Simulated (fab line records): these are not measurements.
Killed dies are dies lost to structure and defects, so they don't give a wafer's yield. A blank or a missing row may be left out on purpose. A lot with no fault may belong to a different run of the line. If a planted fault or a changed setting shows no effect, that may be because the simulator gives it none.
2 desks looking at one fault	flow n5Finfet	only its own numbers are on each desk; what lay behind them is given at the end

## TOOL OWNER'S DESK, rieDiel-02
The tool's own readings at N5_BEOL_M14_ETCH_67 (etches SiARC in CF4, target depth 143 nm, time 238.3 s): means of the sampled wafers that have a number, for each lot that ran on this tool. A lot is out of limits, marked OUT, if its mean lies more than 4 standard deviations from the usual mean; the brackets give that distance.
Columns: A = drypumpMotorCurrentA at N5_BEOL_M14_ETCH_67, usual 5.7 A; B = etchRfOnTimeS at N5_BEOL_M14_ETCH_67, usual 237 s; C = oesProductAu at N5_BEOL_M14_ETCH_67, usual 0.69 a.u.; D = rfFwdPowerW at N5_BEOL_M14_ETCH_67, usual 543.1 W; E = rfVppV at N5_BEOL_M14_ETCH_67, usual 184.1 V; F = showerheadPlenumPTorr at N5_BEOL_M14_ETCH_67, usual 2.15 Torr; G = throttleValvePct at N5_BEOL_M14_ETCH_67, usual 15.56 %
lot	first seen here	A	B	C	D	E	F	G
L673	day 11 16:01	5.8	233	0.65	542.6	183.3	2.11	15.75
L675	day 12 16:40	6.1	235	0.70	544.3	184.6	2.19	15.51
L680	day 13 23:18	6.0	237	0.67	542.1	184.3	2.15	15.50
L687	day 15 03:17	5.8	236	0.68	541.2	185.5	2.19	15.44
L690	day 16 05:20	6.0	234	0.75	543.6	183.8	2.23	15.36
Result from this desk: across the 5 lots, nothing is out of limits.

## AT THE METROLOGY DESK
Lot by lot, what the gauges showed, no matter which tool ran the lot: averages of those sampled wafers that carry a number. A lot is out of limits, marked OUT, if its mean lies more than 4 standard deviations from the usual mean; the brackets give that distance.
Columns: A = PAD_OVL at N5_PASSIVATION_OVL_MEAS_63, usual -1 nm
lot	first seen here	A
L671	day 12 10:29	-4
L672	day 12 17:55	-1
L673	day 12 18:35	-7
L675	day 13 11:02	-2
L678	day 13 15:40	-1
L680	day 14 18:50	-1
L687	day 15 20:02	-7
L690	day 16 23:15	3
L691	day 17 15:04	-2
L693	day 17 23:26	2
Result from this desk: across the 10 lots, nothing is out of limits.

## TAKEN TOGETHER
The desk of the tool owner found nothing out of limits.
The metrology desk saw nothing out of limits.

## WHAT THE SIMULATOR PUT IN
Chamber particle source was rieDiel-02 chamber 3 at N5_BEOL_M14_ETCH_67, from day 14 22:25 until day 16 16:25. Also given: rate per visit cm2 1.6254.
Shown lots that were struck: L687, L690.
